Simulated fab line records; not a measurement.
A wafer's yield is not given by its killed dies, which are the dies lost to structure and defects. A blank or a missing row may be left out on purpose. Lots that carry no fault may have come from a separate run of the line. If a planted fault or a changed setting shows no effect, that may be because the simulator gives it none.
Split-lot experiment ; flow n5 finfet ; route with 1938 steps; 7 lots, 21 wafers read

## THE SPLIT
At N5_BEOL_M11_PECVD_70 (deposits SiO2 from TEOS/O2, target thk 20 nm, time 22.7 s), the setting temp c was moved away from the recipe's 400 C on 5 of the 21 wafers read, by -3.2% to +4.1%. For the rest of the wafers, this setting stayed at what the recipe calls for.

## FROM THE SPLIT TO THE READING: what the file shows between them, 15 steps
- N5_BEOL_M11_EXPOSE_08: exposes mask M11 (also split here: dose mj)
- N5_BEOL_M11_PEB_09: peb time 60 s
- N5_BEOL_M11_DEVELOP_10: develop time 30 s
- N5_BEOL_M11_CD_MEAS_11: target cd 64.1 nm
- N5_BEOL_M11_DESCUM_16: chemistry O2, time 7.9 s
- N5_BEOL_M11_ETCH_61: etches SiARC in CF4, target depth 39 nm, time 65 s
- N5_BEOL_M11_ETCH_62: etches SOC in N2/H2, target depth 110 nm, overetch 22 nm, time 165 s
- N5_BEOL_M11_STRIP_68: strips in N2/H2
- N5_BEOL_M11_STRIP_67: strips in CF4
- N5_BEOL_M11_HM_OPEN_17: chemistry Cl2/BCl3, target TiN, target depth 20 nm, overetch 6 nm
- N5_BEOL_M11_STRIP_19: strips in O2
- N5_BEOL_M11_CD_MEAS_18: pitch 140 nm, target cd 70 nm
- N5_BEOL_M11_COAT_63: time 60 s, resist thk 100 nm
- N5_BEOL_M11_COAT_64: time 60 s, resist thk 30 nm
- N5_BEOL_M11_STRIP_77: strips in N2/H2, time 10 s

## THE READING
SiO2_of_BEOL_M11_PECVD_70.thk nm (the simulator's own value, which no gauge read), in nm, at N5_BEOL_M11_HM_STRIP_39 (strips TiN in peroxide tin strip, target depth 25 nm, time 158 s). The file gives no usual value for it. The 16 wafers here that ran the recipe average 20.0 nm, standard deviation 0.23 nm.

wafer;tool, chamber at the split;temp c as run, C;against the recipe;SiO2_of_BEOL_M11_PECVD_70.thk nm, nm;against lot-mates on the recipe
L076.1;pecvd-04, 1;400;recipe;19.6;-
L076.2;pecvd-04, 0,1;400;recipe;19.8;-
L076.4;pecvd-04, 0,1;400;recipe;19.8;-
L075.1;pecvd-02, 1;400;recipe;20;-
L075.3;pecvd-02, 0,1;400;recipe;20.2;-
L075.5;pecvd-02, 0,1;400;recipe;20.2;-
L079.1;pecvd-04, 0;400;recipe;20.2;-
L079.2;pecvd-04, 2;400;recipe;20;-
L079.4;pecvd-04, 2;406;+1.5%;19.4;-0.7
L084.4;pecvd-02, 1;405.5;+1.4%;19.2;-1.2
L084.5;pecvd-02, 0,2;400;recipe;20.4;-
L084.6;pecvd-02, 0,2;400;recipe;20.4;-
L088.1;pecvd-03, 1;387.3;-3.2%;21.6;+1.4
L088.2;pecvd-03, 2;387.3;-3.2%;22;+1.8
L088.4;pecvd-03, 0;400;recipe;20.2;-
L094.1;pecvd-04, 0;400;recipe;19.8;-
L094.5;pecvd-04, 2;400;recipe;20.2;-
L094.6;pecvd-04, 0;400;recipe;20;-
L096.1;pecvd-04, 2;400;recipe;19.8;-
L096.4;pecvd-04, 2;416.4;+4.1%;17.8;-2.1
L096.6;pecvd-04, 0;400;recipe;20;-
Where a row lists several chambers, the file gives one row for several wafers and doesn't say which wafer went through which chamber.

FIT RESULTS
A straight line over all 21 wafers: SiO2_of_BEOL_M11_PECVD_70.thk nm changes by -0.547 nm for each +1% of temp c; r = -0.96; the points scatter about the line by 0.22 nm.
The same after taking each lot's own level away (the mean of its wafers on the recipe; 21 wafers): -0.522 nm for each +1%; r = -0.98; scatter 0.16 nm.
The reading moves by 2.1 nm for the largest change in temp c, on that fit.
The span of the lots' own levels, 19.73 to 20.40 nm, comes to 2.9 times the standard deviation stated above.
The two slopes are in agreement: the lot-to-lot level therefore moves the slope only a little.
Check: with one of the wafers moved furthest among these (+4.1%) left out of the fit, the line predicts -2.21 nm for it against its lot-mates. Against them it came out at -2.1 nm.

## FURTHER SPLITS ON THESE WAFERS
Before the reading, these wafers also passed through other splits. Each is held against what the fit with the lots' levels taken away leaves over:
other split on the same wafers;wafers away from the commonest value;r with SiO2_of_BEOL_M11_PECVD_70.thk nm (lot level and that fit taken away)
N5_BEOL_M11_EXPOSE_08 dose mj;6;-0.20

## THE WHOLE CHAIN: every reading that the file lists as answering this split, in the file's order
step;what it does;reading;change (the file's fit);r (the file's)
N5_BEOL_M11_PECVD_70;deposits SiO2 from TEOS/O2, target thk 20 nm, time 22.7 s;SiO2_of_BEOL_M11_PECVD_70.thk nm (the simulator's own value, which no gauge read);-0.518 nm for each +1% of the setting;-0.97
N5_BEOL_M11_HM_STRIP_39;strips TiN in peroxide tin strip, target depth 25 nm, time 158 s;SiO2_of_BEOL_M11_PECVD_70.thk nm (the simulator's own value, which no gauge read);-0.528 nm for each +1% of the setting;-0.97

## THE FILE'S OWN FIT
SiO2_of_BEOL_M11_PECVD_70.thk nm changes by -0.528 nm for each +1% of temp c, r = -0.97.
